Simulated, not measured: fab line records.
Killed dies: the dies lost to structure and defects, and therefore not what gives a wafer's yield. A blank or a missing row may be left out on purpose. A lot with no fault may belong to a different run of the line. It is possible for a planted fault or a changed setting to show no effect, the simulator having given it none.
fab line records ; flow n5Finfet
record: lots: 4; wafers: 10; lastDay: 16
route steps=1938 shown BEOL_M12@1647 BEOL_M13@1659 PASSIVATION@1936
lots with no fault: from the same line, run without faults
startH: start of the lot's first displayed wafer, in hours after the record's first day ; waitH: hours elapsed since this lot's preceding step ; " identical to the entry in the row above ; L1.1+2: one row covering several wafers at once ; - no value, or no start was given ; * or withheld: withheld ; < > ~ a bound
route shown NAME@n: a module of which the file shows steps, and the number in the route of the first ; usual: average and standard deviation across the fault-free wafers ; same: alike in all rows ; chamber/n: place in a boat ; sites: each site's reading ; _std_site: their standard deviation ; _edge_site: mean of outer sites minus mean of inner sites ; radiusMm: for every site, how far away it sits from the centre of the wafer ; mask NAME#n: copy n ; behind: the last tool/chamber to shape the wafer ; hold: cause of the lot's hold/its duration in hours/its outcome ; device: names the non-switching transistor (n, p or np) ; end of line: at the end of the route, the tests of the same wafers ; a step without rows: its recipe alone ; killed: not the wafer's yield, but the dies lost to structure and defects at the first sort ; map: shows each die of a wafer: x if killed, . if not, _ if none is there
set.NAME: the setting that was run; set.NAME@STEP: the one run at that earlier step ; model.NAME: the simulator's own value behind a step, which no gauge read
lots seen at some steps along the route; tables by step, rows by wafer
services: from which hour (startH, from the record's first day; less than 0 if before it) a tool's chamber was out of use, for how many hours, and why
== steps ==
step: N5_BEOL_M12_PRE_CLEAN_42
recipe: gas: H2/He; timeS: 30; tempC: 250
step: N5_BEOL_M12_SPUTTER_43
recipe: material: TaN; targetThkA: 150; tempC: 50; biasV: 168.6; powerW: 15000; chamberPressurePa: 0.12; timeS: 24.19
step: N5_BEOL_M12_SPUTTER_44
recipe: material: Ta; targetThkA: 100; tempC: 50; biasV: 80; powerW: 15000; chamberPressurePa: 0.07; timeS: 16.13
step: N5_BEOL_M12_SPUTTER_45
recipe: material: Cu; targetThkA: 800; tempC: -20; biasV: 60; powerW: 26000; chamberPressurePa: 0.13; timeS: 13.33
step: N5_BEOL_M12_ECD_47
recipe: material: Cu; targetThkA: 7200
step: N5_BEOL_M12_ANNEAL_48
recipe: tempC: 225; timeS: 90; ambient: N2
step: N5_BEOL_M12_CMP_49
recipe: stopOn: SiOC; tOverpolishS: 20.6; downForcePsi: 1; platenRpm: 50; clearingPlatenDownForcePsi: 1.5; clearingPlatenRpm: 50; postCmpClean: cuAlkaline; targetThkNm: 320; clearingPlatenPadVelocityMS: 0.99484; padVelocityMS: 0.99484
step: N5_BEOL_M12_PRE_CLEAN_52
recipe: gas: NH3; timeS: 15; tempC: withheld; rfPowerW: 300
step: N5_BEOL_M12_DEP_53
recipe: material: SiCN; targetThkA: 300; tempC: withheld; precursor: 3MS/NH3; pressureTorr: 3; rfW: 675; timeS: 10.5
step: N5_BEOL_M13_ILD_DEP_00
recipe: material: SiOC; targetThkA: 8379.2; tempC: 350; precursor: DEMS/O2; pressureTorr: 5; rfW: 500; timeS: 166.4
usual: heaterPowerW: 485/76; runLengthS: 211.1/0.44; showerheadPlenumPTorr: 5.701/0.017; throttleValvePct: 12.2/0.62
lot.wafer;tool;chamber;startH;waitH;heaterPowerW;runLengthS;showerheadPlenumPTorr;throttleValvePct;model.SiOC_of_BEOL_M13_ILD_DEP_00.thkNm
L990.2;pecvd-02;0;256.08;0.0;546;211.2;5.695;12.0;831.2
L990.3;pecvd-02;2;256.08;0.0;337;210.7;5.675;11.1;844.4
L990.4;pecvd-02;0;256.08;0.0;437;211.1;5.702;12.1;842
L994.1;pecvd-02;2;285.97;0.0;402;157.9;5.673;11.1;584.6
L994.5;pecvd-02;2;285.97;0.0;318;210.8;5.663;11.2;855.4
L100.3;pecvd-02;0;319.85;0.0;479;211.6;5.678;12.4;820.6
L100.6;pecvd-02;1;319.85;0.0;613;158.3;5.680;12.8;573.4
L107.3;pecvd-04;1;360.74;0.0;389;211.8;5.711;12.8;825.8
L107.5;pecvd-04;1;360.74;0.0;432;212.5;5.717;12.3;847.2
L107.6;pecvd-04;0;360.74;0.0;586;210.9;5.693;11.9;832.6
step: N5_BEOL_M13_THK_MEAS_01
recipe: reads: SiOC_of_BEOL_M13_ILD_DEP_00
usual: M13_ILD_THK: 841/12
lot.wafer;tool;chamber;startH;waitH;M13_ILD_THK[nm]
L990.2;filmMetro-01;-;256.23;0.1;831
L990.3;filmMetro-01;-;256.23;0.1;844
L990.4;filmMetro-01;-;256.23;0.1;842
L994.1;filmMetro-01;-;286.18;0.2;585
L994.5;filmMetro-01;-;286.18;0.2;856
L100.3;filmMetro-02;-;320.01;0.1;820
L100.6;filmMetro-02;-;320.01;0.1;573
L107.3;filmMetro-02;-;360.89;0.1;826
L107.5;filmMetro-02;-;360.89;0.1;847
L107.6;filmMetro-02;-;360.89;0.1;833
step: N5_BEOL_M13_COAT_58
recipe: resist: BARC; tempC: 205; timeS: 60; spinRpm: 1500; resistThkNm: 89
step: N5_BEOL_M13_COAT_04
recipe: spinRpm: 1625; resistThkNm: 400
step: N5_BEOL_M13_EBR_06
recipe: solvent: PGMEA; ebrWidthMm: 1.5
step: N5_BEOL_M13_SOFTBAKE_05
recipe: tempC: 130; timeS: 60
step: N5_BEOL_M13_EXPOSE_07
recipe: maskId: V12; na: 0.93; sourceShape: conventional; sigmaOuter: 0.6; polarization: unpolarized; attpsmPhaseDeg: 180; doseMj: 24.8
step: N5_BEOL_M13_PEB_08
recipe: pebTempC: 130; pebTimeS: 90
step: N5_BEOL_M13_DEVELOP_09
recipe: developTimeS: 45; rinseLiquid: diw; dry: airSpin; devTempC: 21
step: N5_BEOL_M13_HARDBAKE_14
recipe: tempC: 130; timeS: 120
step: N5_BEOL_M13_DESCUM_15
recipe: chemistry: O2; timeS: 7.9; sourcePowerW: 50; biasPowerW: 20; pressureMtorr: 20; rfFrequencyHz: 2.712e+07; tempC: 40; o2FlowSccm: 225
step: N5_BEOL_M13_ETCH_59
recipe: chemistry: N2/H2; target: BARC; targetDepthA: 890; overetchA: 267; timeS: 67.9; ionEnergyEv: 200; pressureMtorr: 30; sourceW: 840; biasW: 150; n2FlowSccm: 200; h2FlowSccm: 200
step: N5_BEOL_M13_VIA_ETCH_16
recipe: chemistry: C4F8/O2/Ar; target: SiOC; pressureMtorr: 30; sourceW: 3000; biasW: 700; Ar_flow_sccm: 400; C4F8_flow_sccm: 15; O2_flow_sccm: 8; heInnerTorr: 15; heOuterTorr: 30; targetDepthA: 9217; timeS: withheld; ionEnergyEv: 250; ends: cleared
usual: O2_flow_sccm: 8.000/0.024; drypumpMotorCurrentA: 5.69/0.3; oesProductAu: 0.75/0.053; rfVppV: 666.2/2.3; showerheadPlenumPTorr: 3.46/0.071; throttleValvePct: 24.05/0.21
lot.wafer;tool;chamber;startH;waitH;O2_flow_sccm;drypumpMotorCurrentA;oesProductAu;rfVppV;showerheadPlenumPTorr;throttleValvePct;model.etch.depthNm;model.coat_of_BEOL_M13_COAT_04.thkNm
L990.2;rieDiel-04;1;256.70;0.0;7.969;4.95;0.66;667.7;3.48;23.70;831.2;73.4
L990.3;rieDiel-04;2;256.70;0.0;8.055;6.03;0.83;666.9;3.46;24.20;844.4;67.8
L990.4;rieDiel-04;0;256.70;0.0;8.014;5.46;0.66;667.1;3.52;24.20;841.9;72.8
L994.1;rieDiel-05;3;286.70;0.0;7.993;5.79;0.78;667.5;3.53;23.86;584.5;147.2
L994.5;rieDiel-05;2;286.70;0.0;8.028;5.70;0.78;667.1;3.44;23.85;855.4;67.2
L100.3;rieDiel-01;0;320.48;0.0;7.988;5.63;0.79;663.4;3.35;23.96;820.6;73.6
L100.6;rieDiel-01;2;320.48;0.0;8.010;5.79;0.75;662.3;3.35;24.51;573.3;143.2
L107.3;rieDiel-01;1;361.49;0.0;8.020;5.73;0.72;670.2;3.55;24.17;825.8;75.6
L107.5;rieDiel-01;0;361.49;0.0;7.979;5.64;0.77;663.1;3.34;23.98;847.2;67.2
L107.6;rieDiel-01;1;361.49;0.0;7.974;5.71;0.72;669.8;3.55;24.18;832.6;74.6
step: N5_BEOL_M13_STRIP_63
recipe: chemistry: N2/H2; powerW: 1000; tempC: 250; h2Frac: 0.65; overashFraction: 0.3; pressureMtorr: 1000; n2FlowSccm: 1750; h2FlowSccm: 3250
usual: drypumpMotorCurrentA: 5.4/0.65; h2FlowSccm: 3250/10; heaterPowerW: 308/8.5; n2FlowSccm: 1750/5.3; oesProductAu: 0.674/0.0049; stripTimeToEndpointS: 27.8/1.1
lot.wafer;tool;chamber;startH;waitH;drypumpMotorCurrentA;h2FlowSccm;heaterPowerW;n2FlowSccm;oesProductAu;rfHoursCounterH;stripTimeToEndpointS
L990.2;plasmaAsher-01;1;256.94;-;4.7;3247;308;1756;0.673;77;28.7
L990.3;plasmaAsher-01;0;256.94;-;5.9;3256;307;1752;0.673;-;27.0
L990.4;plasmaAsher-01;1;256.94;-;4.7;3252;318;1751;0.677;-;28.5
L994.1;plasmaAsher-01;0;287.06;-;5.9;3243;315;1740;0.700;84;48.9
L994.5;plasmaAsher-01;1;287.06;-;4.8;3257;310;1755;0.676;-;26.8
L100.3;plasmaAsher-02;0;320.74;-;4.8;3257;294;1740;0.684;-;28.7
L100.6;plasmaAsher-02;0;320.74;-;4.8;3254;293;1741;0.701;-;47.9
L107.3;plasmaAsher-02;0;361.75;-;4.8;3237;301;1743;0.680;-;29.3
L107.5;plasmaAsher-02;0;361.75;-;4.8;3231;304;1748;0.671;-;26.8
L107.6;plasmaAsher-02;1;361.75;-;6.2;3253;308;1755;0.674;-;29.0
step: N5_BEOL_M13_STRIP_64
recipe: chemistry: N2/H2; powerW: 1000; tempC: 250; h2Frac: 0.65; overashFraction: 0.3; pressureMtorr: withheld; n2FlowSccm: 1750; h2FlowSccm: 3250
step: N5_BEOL_M13_STRIP_71
recipe: chemistry: postEtchResidueRemover; timeS: 60; tempC: 25; removerPh: withheld; removerWaterWtPct: withheld; removerFluorideWtPct: withheld
step: N5_BEOL_M13_SRD_72
recipe: timeS: 30; tempC: 23; rinseLiquid: diw; dry: n2Spin; spinRpm: 1500; dryTimeS: 30
step: N5_BEOL_M13_COAT_65
recipe: resist: SOC; tempC: 250; timeS: 60; spinRpm: 1500; resistThkNm: 350
step: N5_BEOL_M13_COAT_66
recipe: resist: SiARC; tempC: 220; timeS: 60; spinRpm: 1500; resistThkNm: 110
step: N5_BEOL_M13_COAT_22
recipe: spinRpm: 2888; resistThkNm: 300
step: N5_BEOL_M13_EBR_24
recipe: solvent: PGMEA; ebrWidthMm: 1.5
step: N5_BEOL_M13_SOFTBAKE_23
recipe: tempC: 130; timeS: 60
step: N5_BEOL_M13_EXPOSE_25
recipe: maskId: M13; na: 0.93; sourceShape: conventional; sigmaOuter: 0.4; polarization: unpolarized; targetCdNm: 210; doseMj: 22
step: N5_BEOL_M13_PEB_26
recipe: pebTempC: 130; pebTimeS: 90
step: N5_BEOL_M13_DEVELOP_27
recipe: developTimeS: 45; rinseLiquid: diw; dry: airSpin; devTempC: 21
step: N5_BEOL_M13_HARDBAKE_32
recipe: tempC: 130; timeS: 120
step: N5_BEOL_M13_CMP_49
recipe: stopOn: SiOC; tOverpolishS: 17.1; downForcePsi: 1; platenRpm: 50; clearingPlatenDownForcePsi: 1.5; clearingPlatenRpm: 50; postCmpClean: cuAlkaline; targetThkNm: 420; clearingPlatenPadVelocityMS: 0.99484; padVelocityMS: 0.99484
usual: motorCurrentA: 6.1/0.56; platenRpm: 50.00/0.031
lot.wafer;tool;chamber;startH;waitH;motorCurrentA;platenRpm;model.SiOC_of_BEOL_M13_ILD_DEP_00.thkNm
L990.2;cmp-01;1;260.57;0.2;6.9;50.02;774.2
L990.4;cmp-01;2;260.57;0.2;6.7;49.96;785.4
L990.3;cmp-01;0;260.57;0.2;6.5;50.02;785
L994.1;cmp-04;2;291.60;0.3;6.2;49.97;523.8
L994.5;cmp-04;1;291.60;0.3;5.1;49.97;798.4
L100.3;cmp-02;2;327.43;0.2;5.5;50.02;763.2
L100.6;cmp-02;2;327.43;0.2;5.7;49.99;519
L107.3;cmp-04;1;364.23;0.2;5.2;49.98;769
L107.5;cmp-04;1;364.23;0.2;5.1;49.95;786.6
L107.6;cmp-04;2;364.23;0.2;6.8;49.99;776.2
step: N5_PASSIVATION_PROBE_49
usual: defectLimitedYield: 91.4/1.4; killed_at_M0_to_M3: 34/8.9; killed_at_M4_up: 13/4.6; killedAtContacts: 12/5.5; killedAtFrontEnd: 41/11; killedAtOther: 3.1/2.9; killedDies: 102/16; killedOpen: 66/11; killedShort: 34/7.6; sort_bin_5_function: 5.1/0.89; sort_bin_6_memory: 3.2/0.61; sort_bin_8_speed: 0.02/0.12; sortNPass: 1078/16; sortYieldPct: 91.3/1.4
same: grossDies: 1180; killedAtBackSide: 0; sort_bin_4_leakage[%]: 0
lot.wafer;tool;chamber;startH;waitH;defectLimitedYield[%];killed_at_M0_to_M3;killed_at_M4_up;killedAtContacts;killedAtFrontEnd;killedAtOther;killedDies;killedOpen;killedShort;sort_bin_5_function[%];sort_bin_6_memory[%];sort_bin_8_speed[%];sortNPass;sortYieldPct[%]
L990.2;prober-01;-;286.06;0.1;93.1;35;9;11;23;4;82;51;31;4.6;2.3;0;1098;93.1
L990.3;prober-01;-;286.11;0.1;92.0;31;13;9;33;8;94;62;31;4.7;2.9;0.08;1085;91.9
L990.4;prober-01;-;286.16;0.2;93.4;21;14;15;27;1;78;55;23;3.6;2.7;0;1102;93.4
L100.3;prober-01;-;354.39;0.1;92.8;15;6;12;45;7;85;55;29;4.7;2.1;0;1095;92.8
L100.6;prober-01;-;354.54;0.3;92.6;31;1;14;39;2;87;64;23;4.4;2.9;0;1093;92.6
killed by level:class
L990.2 MOL_CONTACT_COAG:geometricParticle:open=10 BEOL_M1:geometricParticle:open=10 BEOL_M0_SAQP:geometricParticle:short=7 FIN_SAQP:geometricParticle:open=6 BEOL_M0_SAQP:geometricParticle:open=6 BEOL_M1:geometricParticle:short=6 DUMMY_GATE:geometricParticle:open=4 FIN_SAQP:geometricParticle:short=3
L990.3 BEOL_M1:geometricParticle:open=9 FIN_SAQP:geometricParticle:short=8 MOL_CONTACT_COAG:geometricParticle:open=8 BEOL_M0_SAQP:geometricParticle:open=6 BEOL_M4:geometricParticle:open=6 GATE_CUT:geometricParticle:open=5 PAD_METAL:geometricParticle:short=5 BEOL_M3:geometricParticle:open=5
L990.4 MOL_CONTACT_COAG:geometricParticle:open=13 BEOL_M5:geometricParticle:open=8 BEOL_M1:geometricParticle:open=6 GATE_CUT:geometricParticle:short=5 FIN_SAQP:geometricParticle:open=4 BEOL_M2:geometricParticle:open=4 FIN_SAQP:geometricParticle:short=3 STI_FIN_REVEAL:geometricParticle:open=3
L100.3 FIN_SAQP:geometricParticle:open=17 STI_FIN_REVEAL:geometricParticle:open=9 MOL_CONTACT_COAG:geometricParticle:open=9 FIN_SAQP:geometricParticle:short=7 BEOL_M0_SAQP:geometricParticle:short=4 BEOL_M3:geometricParticle:open=4 MOL_CONTACT_COAG:geometricParticle:short=3 BEOL_M2:geometricParticle:open=3
L100.6 STI_FIN_REVEAL:geometricParticle:open=13 BEOL_M3:geometricParticle:open=13 MOL_CONTACT_COAG:geometricParticle:open=12 FIN_SAQP:geometricParticle:open=7 FIN_SAQP:geometricParticle:short=6 BEOL_M0_SAQP:geometricParticle:short=4 BEOL_M0_SAQP:geometricParticle:open=4 BEOL_M1:geometricParticle:open=3
== services ==
tool;chamber;startH;hours;kind
rieDiel-01;2;241.99;4.6;repair
cmp-02;-;244.64;4.0;pm
pecvd-02;1;261.67;13.0;repair
rieDiel-05;-;266.35;15.6;pm
plasmaAsher-02;-;267.50;2.8;pm
cmp-01;-;272.34;2.0;repair
cmp-02;-;277.85;2.9;repair
rieDiel-01;2;279.08;5.3;repair
pecvd-02;0;281.59;5.5;scheduledDown
plasmaAsher-02;-;283.12;9.5;repair
cmp-04;-;285.28;2.5;repair
cmp-02;-;290.07;2.5;repair
rieDiel-05;0;301.90;5.6;repair
cmp-01;-;307.40;6.7;repair
pecvd-04;-;307.90;2.5;repair
cmp-02;-;321.75;4.9;repair
plasmaAsher-01;-;337.33;0.8;repair
pecvd-02;2;337.95;5.5;scheduledDown
rieDiel-01;3;339.32;3.9;repair
plasmaAsher-01;-;343.98;1.4;repair
cmp-04;-;346.21;3.6;pm
pecvd-02;-;348.21;5.5;pm
rieDiel-05;1;352.70;1.2;repair
rieDiel-01;2;358.50;3.5;repair
== key ==
firstSign: step: N5_BEOL_M13_ILD_DEP_00; reading: runLengthS; direction: down; sigmas: 99+; usual: *; struck: *
effect: step: N5_BEOL_M13_THK_MEAS_01; reading: M13_ILD_THK; direction: down; sigmas: 23; usual: 841; struck: 579
effect: step: N5_BEOL_M13_STRIP_63; reading: stripTimeToEndpointS; direction: up; sigmas: 19; usual: *; struck: *
modelEffect: step: N5_BEOL_M13_ILD_DEP_00; value: SiOC_of_BEOL_M13_ILD_DEP_00.thkNm; without: 844.9; struck: 579
modelEffect: step: N5_BEOL_M13_VIA_ETCH_16; value: etch.depthNm; without: 844.9; struck: 578.9
modelEffect: step: N5_BEOL_M13_CMP_49; value: SiOC_of_BEOL_M13_ILD_DEP_00.thkNm; without: 787.2; struck: 521.4
metAt N5_BEOL_M13_ILD_DEP_00
struckWafers L994.1,L100.6
onsetBetween 256.08 285.97
fault: kind: processParameterDrift; tool: pecvd-02; chamber: -; onsetH: 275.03; steps: N5_BEOL_M13_ILD_DEP_00; channel: timeS; offset: *; shape: step; endH: 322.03; scope: struckWafersOnly; actsIn: *; stated: *
